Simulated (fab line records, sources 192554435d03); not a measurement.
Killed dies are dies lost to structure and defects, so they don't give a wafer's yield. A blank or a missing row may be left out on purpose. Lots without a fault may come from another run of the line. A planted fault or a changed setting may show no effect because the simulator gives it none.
Problem report in the 8D (eight disciplines) form, filled by code | flow n5_finfet | the parts of the form that need people (team, actions taken, sign-off) are left out

1. THE PROBLEM
ION_P at N5_BEOL_M4_RC_MEAS_101 reads a mean of 496 uA/um on 1 wafer of 1 lot; wafers without a fault read 465 uA/um with a standard deviation of 7.7. That is +4.0 standard deviations from the usual mean.
First seen on wafer L207.5, day 11 07:05, on prober-02. The record holds 15 wafers of 5 lots with a number at this step. Rule for "out", or "out of limits": more than 4 standard deviations from the usual mean. The other wafers with a number count as sound.

2. WHAT IT IS AND WHAT IT IS NOT
question                    | is                | is not
which readings at this step | ION_P             | DIBL_N, DIBL_P, IOFF_N, ION_N, SS_N, VT_N, VT_P
which lots                  | L207              | L197, L198, L210, L217
which wafers of those lots  | L207.5            | L207.1, L207.4
read on which gauges        | prober-02         | prober-01
when                        | from day 11 07:05 | up to then (8 sound wafers); but 6 sound wafers of L210, L217 came after

3. SUSPECTS, AND WHAT RULES EACH OUT
Counting: a tool at a process step up to the reading stays a suspect if it ran every lot that is out. Sound lots after the first of them don't rule it out here, since some wafers of a struck lot are sound.
- the gauge at N5_BEOL_M4_RC_MEAS_101: kept. All the wafers that are out were read on prober-02, and no step on other tools shows them out.
- rie_diel-04 at N5_SD_EPI_P_DESCUM_14 (chemistry O2, time 7.9 s): kept. It ran the lot that is out, L207 (day 6 13:27); its last sound lot up to then is L198 (day 4 02:38).
- rie_diel-04 at N5_SD_EPI_P_ETCH_36 (etches SiARC in CF4, target depth 45.5 nm, time 75.8 s): kept. It ran the lot that is out, L207 (day 6 13:29); its last sound lot up to then is L198 (day 4 02:40).
- rie_diel-04 at N5_SD_EPI_P_ETCH_37 (etches SOC in N2/H2, overetch 108 nm, time 486 s): kept. It ran the lot that is out, L207 (day 6 13:32); its last sound lot up to then is L198 (day 4 02:43).
- rie_diel-04 at N5_SD_EPI_P_ETCHBACK_46 (etches SiNx in CH3F/O2, stops on SiO2, target depth 17.5 nm): kept. It ran the lot that is out, L207 (day 6 13:52); its last sound lot up to then is L198 (day 4 03:03).
- rie_diel-04 at N5_SD_EPI_P_ETCH_47 (etches SiOCN in CH3F/O2, target depth 25 nm): kept. It ran the lot that is out, L207 (day 6 13:58); its last sound lot up to then is L198 (day 4 03:09).
- rie_diel-04 at N5_SD_EPI_P_ETCH_16 (etches SiO2 in CHF3/O2, target depth 5 nm): kept. It ran the lot that is out, L207 (day 6 14:04); its last sound lot up to then is L198 (day 4 03:15).
- Within rie_diel-04 at N5_SD_EPI_P_DESCUM_14: the wafers that are out ran in chamber 3; their sound lot-mates ran in chambers 0, 2.
- Within rie_diel-04 at N5_SD_EPI_P_ETCH_36: the wafers that are out ran in chamber 3; their sound lot-mates ran in chambers 0, 2.
- Within rie_diel-04 at N5_SD_EPI_P_ETCH_37: the wafers that are out ran in chamber 3; their sound lot-mates ran in chambers 0, 2.
- Within rie_diel-04 at N5_SD_EPI_P_ETCHBACK_46: the wafers that are out ran in chamber 3; their sound lot-mates ran in chambers 0, 2.
- Within rie_diel-04 at N5_SD_EPI_P_ETCH_47: the wafers that are out ran in chamber 3; their sound lot-mates ran in chambers 0, 2.
- Within rie_diel-04 at N5_SD_EPI_P_ETCH_16: the wafers that are out ran in chamber 3; their sound lot-mates ran in chambers 0, 2.
Left after counting: rie_diel-04 at N5_SD_EPI_P_DESCUM_14, rie_diel-04 at N5_SD_EPI_P_ETCH_36, rie_diel-04 at N5_SD_EPI_P_ETCH_37, rie_diel-04 at N5_SD_EPI_P_ETCHBACK_46, rie_diel-04 at N5_SD_EPI_P_ETCH_47, rie_diel-04 at N5_SD_EPI_P_ETCH_16, prober-02 at N5_BEOL_M4_RC_MEAS_101.

4. THE CAUSE (what the simulator had put in)
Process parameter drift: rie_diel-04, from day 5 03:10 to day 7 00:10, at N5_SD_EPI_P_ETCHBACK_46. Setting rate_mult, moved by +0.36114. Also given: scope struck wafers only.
Counting left 7 suspects, and this tool is among them.

5. THE CHAIN OF EFFECTS, in route order
Each row: a reading whose mean over the struck wafers that have a number lies more than 3 standard deviations from the usual. Only readings for which the record gives a usual standard deviation are gone through. hours: the time from each lot's start at the first step in this table that gives one to its start at this step, as a median over the lots. sigmas: the change in usual standard deviations.
hours | step                   | reading | usual     | on struck wafers | change | sigmas
0     | N5_BEOL_M4_RC_MEAS_101 | ION_P   | 465 uA/um | 496              | +31    | +4.0

6. WHAT WOULD HAVE CAUGHT IT SOONER
In this record the first reading out of limits at a measuring or inspecting step was taken at day 11 07:05, 148 hours after the fault began at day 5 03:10.
Of the tool readings at N5_SD_EPI_P_ETCHBACK_46 for which the record gives a usual standard deviation, none was out on any struck wafer, so an alarm limit of 4 standard deviations on them would not have fired.
All the lots that are out (1) had begun N5_SD_EPI_P_ETCHBACK_46 on rie_diel-04 by day 11 07:05. A hold on the tool at that time would have spared none of them.
